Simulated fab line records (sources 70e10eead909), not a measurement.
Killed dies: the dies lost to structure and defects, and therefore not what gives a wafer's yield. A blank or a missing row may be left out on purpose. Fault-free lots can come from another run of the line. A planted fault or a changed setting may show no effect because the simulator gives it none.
The tool behind it: which one? || flow nand harc || 43 wafers from 15 lots sampled at 5 of the route's 1302 steps

WHAT EACH GAUGE READ, for each wafer
NHARC_A_SOURCE_PLATE_INSPECT_08. Usual: raw defect count 62, standard deviation 24.
{"lot": "L549", "measured": "day 7 22:08", "on": "defect inspect-01", "raw defect count": "93 82 72", "flag": ""}
{"lot": "L550", "measured": "day 7 22:08", "on": "defect inspect-02", "raw defect count": "25 59 53", "flag": ""}
{"lot": "L551", "measured": "day 8 08:17", "on": "defect inspect-01", "raw defect count": "43 67 40", "flag": ""}
{"lot": "L553", "measured": "day 9 13:52", "on": "defect inspect-02", "raw defect count": "59 42 51", "flag": ""}
{"lot": "L554", "measured": "day 9 23:23", "on": "defect inspect-01", "raw defect count": "32 56", "flag": ""}
{"lot": "L555", "measured": "day 10 08:14", "on": "defect inspect-01", "raw defect count": "45 57", "flag": ""}
{"lot": "L562", "measured": "day 13 21:34", "on": "defect inspect-02", "raw defect count": "29 69 41", "flag": ""}
{"lot": "L563", "measured": "day 13 21:34", "on": "defect inspect-01", "raw defect count": "31 30 30", "flag": ""}
{"lot": "L565", "measured": "day 14 15:01", "on": "defect inspect-02", "raw defect count": "61 90 52", "flag": ""}
{"lot": "L566", "measured": "day 14 21:36", "on": "defect inspect-02", "raw defect count": "107 55 129", "flag": ""}
{"lot": "L567", "measured": "day 15 08:04", "on": "defect inspect-02", "raw defect count": "80 52 76", "flag": ""}
{"lot": "L568", "measured": "day 15 21:58", "on": "defect inspect-02", "raw defect count": "47 49 48", "flag": ""}
{"lot": "L569", "measured": "day 15 21:59", "on": "defect inspect-01", "raw defect count": "32 42 63", "flag": ""}
{"lot": "L570", "measured": "day 16 10:10", "on": "defect inspect-01", "raw defect count": "78 63 115", "flag": ""}
{"lot": "L571", "measured": "day 17 04:58", "on": "defect inspect-02", "raw defect count": "46 73 109", "flag": ""}

NHARC_A_ONON_D1_THK_MEAS_02: measures by ellipsometry. Usual: thk nm 998 nm, standard deviation 13.
{"lot": "L549", "measured": "day 7 22:43", "on": "film metro-02", "thk nm (nm)": "1006 1009 1010", "flag": ""}
{"lot": "L550", "measured": "day 7 22:43", "on": "film metro-01", "thk nm (nm)": "1001 1001 998", "flag": ""}
{"lot": "L551", "measured": "day 8 08:52", "on": "film metro-02", "thk nm (nm)": "994 996 995", "flag": ""}
{"lot": "L553", "measured": "day 9 14:27", "on": "film metro-02", "thk nm (nm)": "996 997 869", "flag": "OFF"}
{"lot": "L554", "measured": "day 9 23:58", "on": "film metro-02", "thk nm (nm)": "1002 878", "flag": "OFF"}
{"lot": "L555", "measured": "day 10 08:49", "on": "film metro-02", "thk nm (nm)": "1021 896", "flag": "OFF"}
{"lot": "L562", "measured": "day 13 22:09", "on": "film metro-01", "thk nm (nm)": "976 976 974", "flag": ""}
{"lot": "L563", "measured": "day 13 22:08", "on": "film metro-02", "thk nm (nm)": "991 992 991", "flag": ""}
{"lot": "L565", "measured": "day 14 15:35", "on": "film metro-01", "thk nm (nm)": "999 1001 1000", "flag": ""}
{"lot": "L566", "measured": "day 14 22:10", "on": "film metro-02", "thk nm (nm)": "998 998 999", "flag": ""}
{"lot": "L567", "measured": "day 15 08:39", "on": "film metro-02", "thk nm (nm)": "974 972 970", "flag": ""}
{"lot": "L568", "measured": "day 15 22:32", "on": "film metro-02", "thk nm (nm)": "1005 1005 1004", "flag": ""}
{"lot": "L569", "measured": "day 15 22:34", "on": "film metro-01", "thk nm (nm)": "997 997 999", "flag": ""}
{"lot": "L570", "measured": "day 16 10:45", "on": "film metro-01", "thk nm (nm)": "998 996 995", "flag": ""}
{"lot": "L571", "measured": "day 17 05:33", "on": "film metro-02", "thk nm (nm)": "1006 1004 1004", "flag": ""}

WHAT TOOL EACH LOT RAN ON (gives the tool, then ch and the chambers of the sampled wafers, and finally the start)
{"lot": "L549", "NHARC_P_BONDPAD_DEGAS_25": "pvd sputter-01, day 6 19:59", "NHARC_A_ZERO_WELL_ETCH_19": "rie diel-06 ch 0,2, day 6 23:11", "NHARC_A_ONON_D1_DEP_00": "pecvd onon-02 ch 0, day 7 22:19"}
{"lot": "L550", "NHARC_P_BONDPAD_DEGAS_25": "pvd sputter-01, day 6 23:27", "NHARC_A_ZERO_WELL_ETCH_19": "rie diel-06 ch 0,1,3, day 7 02:41", "NHARC_A_ONON_D1_DEP_00": "pecvd onon-04 ch 0, day 7 22:13"}
{"lot": "L551", "NHARC_P_BONDPAD_DEGAS_25": "pvd sputter-02, day 7 06:52", "NHARC_A_ZERO_WELL_ETCH_19": "rie diel-06 ch 0,2,3, day 7 10:01", "NHARC_A_ONON_D1_DEP_00": "pecvd onon-01 ch 0, day 8 08:22"}
{"lot": "L553", "NHARC_P_BONDPAD_DEGAS_25": "pvd sputter-01, day 8 13:01", "NHARC_A_ZERO_WELL_ETCH_19": "rie diel-09 ch 0,2,3, day 8 16:11", "NHARC_A_ONON_D1_DEP_00": "pecvd onon-01 ch 0, day 9 14:00"}
{"lot": "L554", "NHARC_P_BONDPAD_DEGAS_25": "pvd sputter-02, day 8 19:58", "NHARC_A_ZERO_WELL_ETCH_19": "rie diel-06 ch 3, day 8 23:08", "NHARC_A_ONON_D1_DEP_00": "pecvd onon-01 ch 0, day 9 23:27"}
{"lot": "L555", "NHARC_P_BONDPAD_DEGAS_25": "pvd sputter-01, day 9 04:02", "NHARC_A_ZERO_WELL_ETCH_19": "rie diel-06 ch 2,3, day 9 07:11", "NHARC_A_ONON_D1_DEP_00": "pecvd onon-01 ch 0, day 10 08:25"}
{"lot": "L562", "NHARC_P_BONDPAD_DEGAS_25": "pvd sputter-03, day 12 19:38", "NHARC_A_ZERO_WELL_ETCH_19": "rie diel-09 ch 0,1,2, day 12 22:52", "NHARC_A_ONON_D1_DEP_00": "pecvd onon-04 ch 0, day 13 21:42"}
{"lot": "L563", "NHARC_P_BONDPAD_DEGAS_25": "pvd sputter-01, day 12 21:18", "NHARC_A_ZERO_WELL_ETCH_19": "rie diel-06 ch 2,3, day 13 00:27", "NHARC_A_ONON_D1_DEP_00": "pecvd onon-01 ch 0, day 13 21:41"}
{"lot": "L565", "NHARC_P_BONDPAD_DEGAS_25": "pvd sputter-01, day 13 12:32", "NHARC_A_ZERO_WELL_ETCH_19": "rie diel-06 ch 0,1,3, day 13 15:47", "NHARC_A_ONON_D1_DEP_00": "pecvd onon-01 ch 0, day 14 15:08"}
{"lot": "L566", "NHARC_P_BONDPAD_DEGAS_25": "pvd sputter-01, day 13 20:03", "NHARC_A_ZERO_WELL_ETCH_19": "rie diel-07 ch 1,2,3, day 14 00:14", "NHARC_A_ONON_D1_DEP_00": "pecvd onon-01 ch 0, day 14 21:43"}
{"lot": "L567", "NHARC_P_BONDPAD_DEGAS_25": "pvd sputter-03, day 14 02:26", "NHARC_A_ZERO_WELL_ETCH_19": "rie diel-06 ch 0,2,3, day 14 05:29", "NHARC_A_ONON_D1_DEP_00": "pecvd onon-01 ch 0, day 15 08:08"}
{"lot": "L568", "NHARC_P_BONDPAD_DEGAS_25": "pvd sputter-03, day 14 17:37", "NHARC_A_ZERO_WELL_ETCH_19": "rie diel-06 ch 0,2,3, day 14 20:47", "NHARC_A_ONON_D1_DEP_00": "pecvd onon-01 ch 0, day 15 22:02"}
{"lot": "L569", "NHARC_P_BONDPAD_DEGAS_25": "pvd sputter-02, day 14 22:25", "NHARC_A_ZERO_WELL_ETCH_19": "rie diel-06 ch 0,2,3, day 15 01:34", "NHARC_A_ONON_D1_DEP_00": "pecvd onon-04 ch 0, day 15 22:03"}
{"lot": "L570", "NHARC_P_BONDPAD_DEGAS_25": "pvd sputter-02, day 15 06:43", "NHARC_A_ZERO_WELL_ETCH_19": "rie diel-06 ch 1,2,3, day 15 09:54", "NHARC_A_ONON_D1_DEP_00": "pecvd onon-01 ch 0, day 16 10:14"}
{"lot": "L571", "NHARC_P_BONDPAD_DEGAS_25": "pvd sputter-02, day 16 02:57", "NHARC_A_ZERO_WELL_ETCH_19": "rie diel-06 ch 0,2,3, day 16 05:59", "NHARC_A_ONON_D1_DEP_00": "pecvd onon-01 ch 0, day 17 05:05"}
- NHARC_P_BONDPAD_DEGAS_25: time 60 s.
- NHARC_A_ZERO_WELL_ETCH_19: etches the open film in N2/H2, target depth 80 nm, overetch 24 nm, time 87.88 s.
- NHARC_A_ONON_D1_DEP_00: target thk 1000 nm.

WHAT THE TOOLS THEMSELVES READ (means of the sampled wafers that have a number; where no wafer has one, the mark that the record gives instead)
NHARC_P_BONDPAD_DEGAS_25. Usual: heater power w 465 W, standard deviation 44.
{"lot": "L549", "tool": "pvd sputter-01", "heater power w (W)": 442, "flag": ""}
{"lot": "L550", "tool": "pvd sputter-01", "heater power w (W)": 425, "flag": ""}
{"lot": "L551", "tool": "pvd sputter-02", "heater power w (W)": 473, "flag": ""}
{"lot": "L553", "tool": "pvd sputter-01", "heater power w (W)": 435, "flag": ""}
{"lot": "L554", "tool": "pvd sputter-02", "heater power w (W)": 528, "flag": ""}
{"lot": "L555", "tool": "pvd sputter-01", "heater power w (W)": 453, "flag": ""}
{"lot": "L562", "tool": "pvd sputter-03", "heater power w (W)": 409, "flag": ""}
{"lot": "L563", "tool": "pvd sputter-01", "heater power w (W)": 460, "flag": ""}
{"lot": "L565", "tool": "pvd sputter-01", "heater power w (W)": 447, "flag": ""}
{"lot": "L566", "tool": "pvd sputter-01", "heater power w (W)": 432, "flag": ""}
{"lot": "L567", "tool": "pvd sputter-03", "heater power w (W)": 446, "flag": ""}
{"lot": "L568", "tool": "pvd sputter-03", "heater power w (W)": 485, "flag": ""}
{"lot": "L569", "tool": "pvd sputter-02", "heater power w (W)": 515, "flag": ""}
{"lot": "L570", "tool": "pvd sputter-02", "heater power w (W)": 515, "flag": ""}
{"lot": "L571", "tool": "pvd sputter-02", "heater power w (W)": 512, "flag": ""}

NHARC_A_ZERO_WELL_ETCH_19. Usual: drypump motor current A 6.2 A, standard deviation 0.53; oes product au 1.001 a.u., standard deviation 0.0067; rf vpp V 429.5 V, standard deviation 2.1; showerhead plenum p Torr 2.00 Torr, standard deviation 0.074; throttle valve pct 14.170 %, standard deviation 0.0095.
{"lot": "L549", "tool": "rie diel-06", "drypump motor current A (A)": 5.8, "oes product au (a.u.)": 1.000, "rf vpp V (V)": 428.1, "showerhead plenum p Torr (Torr)": 1.95, "throttle valve pct (%)": 14.174, "flag": ""}
{"lot": "L550", "tool": "rie diel-06", "drypump motor current A (A)": 6.2, "oes product au (a.u.)": 1.004, "rf vpp V (V)": 430.5, "showerhead plenum p Torr (Torr)": 2.02, "throttle valve pct (%)": 14.168, "flag": ""}
{"lot": "L551", "tool": "rie diel-06", "drypump motor current A (A)": 6.2, "oes product au (a.u.)": 0.998, "rf vpp V (V)": 429.8, "showerhead plenum p Torr (Torr)": 1.99, "throttle valve pct (%)": 14.174, "flag": ""}
{"lot": "L553", "tool": "rie diel-09", "drypump motor current A (A)": 5.7, "oes product au (a.u.)": 1.004, "rf vpp V (V)": 430.0, "showerhead plenum p Torr (Torr)": 2.02, "throttle valve pct (%)": 14.172, "flag": ""}
{"lot": "L554", "tool": "rie diel-06", "drypump motor current A (A)": 6.6, "oes product au (a.u.)": 1.005, "rf vpp V (V)": 431.9, "showerhead plenum p Torr (Torr)": 2.09, "throttle valve pct (%)": 14.165, "flag": ""}
{"lot": "L555", "tool": "rie diel-06", "drypump motor current A (A)": 6.5, "oes product au (a.u.)": 1.006, "rf vpp V (V)": 429.2, "showerhead plenum p Torr (Torr)": 2.00, "throttle valve pct (%)": 14.179, "flag": ""}
{"lot": "L562", "tool": "rie diel-09", "drypump motor current A (A)": 6.0, "oes product au (a.u.)": 1.009, "rf vpp V (V)": 428.6, "showerhead plenum p Torr (Torr)": 1.96, "throttle valve pct (%)": 14.163, "flag": ""}
{"lot": "L563", "tool": "rie diel-06", "drypump motor current A (A)": 6.5, "oes product au (a.u.)": 1.000, "rf vpp V (V)": 429.1, "showerhead plenum p Torr (Torr)": 1.97, "throttle valve pct (%)": 14.183, "flag": ""}
{"lot": "L565", "tool": "rie diel-06", "drypump motor current A (A)": 6.2, "oes product au (a.u.)": 1.006, "rf vpp V (V)": 429.9, "showerhead plenum p Torr (Torr)": 2.02, "throttle valve pct (%)": 14.177, "flag": ""}
{"lot": "L566", "tool": "rie diel-07", "drypump motor current A (A)": 5.9, "oes product au (a.u.)": 0.994, "rf vpp V (V)": 431.2, "showerhead plenum p Torr (Torr)": 2.08, "throttle valve pct (%)": 14.169, "flag": ""}
{"lot": "L567", "tool": "rie diel-06", "drypump motor current A (A)": 6.2, "oes product au (a.u.)": 1.002, "rf vpp V (V)": 429.9, "showerhead plenum p Torr (Torr)": 1.99, "throttle valve pct (%)": 14.165, "flag": ""}
{"lot": "L568", "tool": "rie diel-06", "drypump motor current A (A)": 6.2, "oes product au (a.u.)": 1.010, "rf vpp V (V)": 428.5, "showerhead plenum p Torr (Torr)": 1.99, "throttle valve pct (%)": 14.169, "flag": ""}
{"lot": "L569", "tool": "rie diel-06", "drypump motor current A (A)": 6.2, "oes product au (a.u.)": 0.997, "rf vpp V (V)": 429.2, "showerhead plenum p Torr (Torr)": 1.99, "throttle valve pct (%)": 14.168, "flag": ""}
{"lot": "L570", "tool": "rie diel-06", "drypump motor current A (A)": 6.6, "oes product au (a.u.)": 1.003, "rf vpp V (V)": 429.9, "showerhead plenum p Torr (Torr)": 2.00, "throttle valve pct (%)": 14.168, "flag": ""}
{"lot": "L571", "tool": "rie diel-06", "drypump motor current A (A)": 6.2, "oes product au (a.u.)": 0.999, "rf vpp V (V)": 428.8, "showerhead plenum p Torr (Torr)": 1.99, "throttle valve pct (%)": 14.171, "flag": ""}

NHARC_A_ONON_D1_DEP_00. Usual: sih4 flow sccm 210.0 sccm, standard deviation 0.56.
{"lot": "L549", "tool": "pecvd onon-02", "sih4 flow sccm (sccm)": 209.9, "flag": ""}
{"lot": "L550", "tool": "pecvd onon-04", "sih4 flow sccm (sccm)": 210.5, "flag": ""}
{"lot": "L551", "tool": "pecvd onon-01", "sih4 flow sccm (sccm)": 210.2, "flag": ""}
{"lot": "L553", "tool": "pecvd onon-01", "sih4 flow sccm (sccm)": 210.0, "flag": ""}
{"lot": "L554", "tool": "pecvd onon-01", "sih4 flow sccm (sccm)": 210.2, "flag": ""}
{"lot": "L555", "tool": "pecvd onon-01", "sih4 flow sccm (sccm)": 210.1, "flag": ""}
{"lot": "L562", "tool": "pecvd onon-04", "sih4 flow sccm (sccm)": 210.1, "flag": ""}
{"lot": "L563", "tool": "pecvd onon-01", "sih4 flow sccm (sccm)": 209.3, "flag": ""}
{"lot": "L565", "tool": "pecvd onon-01", "sih4 flow sccm (sccm)": 210.7, "flag": ""}
{"lot": "L566", "tool": "pecvd onon-01", "sih4 flow sccm (sccm)": 210.2, "flag": ""}
{"lot": "L567", "tool": "pecvd onon-01", "sih4 flow sccm (sccm)": 209.6, "flag": ""}
{"lot": "L568", "tool": "pecvd onon-01", "sih4 flow sccm (sccm)": 209.9, "flag": ""}
{"lot": "L569", "tool": "pecvd onon-04", "sih4 flow sccm (sccm)": 209.7, "flag": ""}
{"lot": "L570", "tool": "pecvd onon-01", "sih4 flow sccm (sccm)": 210.3, "flag": ""}
{"lot": "L571", "tool": "pecvd onon-01", "sih4 flow sccm (sccm)": 210.7, "flag": ""}

THE ANSWER, worked out from the rows above alone
Rule: a lot is off if the mean of its wafers that have a number lies more than 3 standard deviations from the usual mean. A lot without any number at a reading at which 4 lots or more have one is off too. Any other lot the step has rows for is counted as sound. Order of review: gauges by route order, followed by the tools' own readings, for which a lot's mean as printed above is used. At the first step where some lot is off, the reading lying furthest off is the one used; lots without a number count as furthest.
Off at NHARC_A_ONON_D1_THK_MEAS_02 (thk nm): L553, L554, L555.
If a tool, at a process step before that reading, ran all the lots that are off and no sound lot after the first of them, it fits. Those tools and the gauges at NHARC_A_ONON_D1_THK_MEAS_02 are tried in the same way. Of those tried, none fits.

WHAT THE SIMULATOR PUT IN
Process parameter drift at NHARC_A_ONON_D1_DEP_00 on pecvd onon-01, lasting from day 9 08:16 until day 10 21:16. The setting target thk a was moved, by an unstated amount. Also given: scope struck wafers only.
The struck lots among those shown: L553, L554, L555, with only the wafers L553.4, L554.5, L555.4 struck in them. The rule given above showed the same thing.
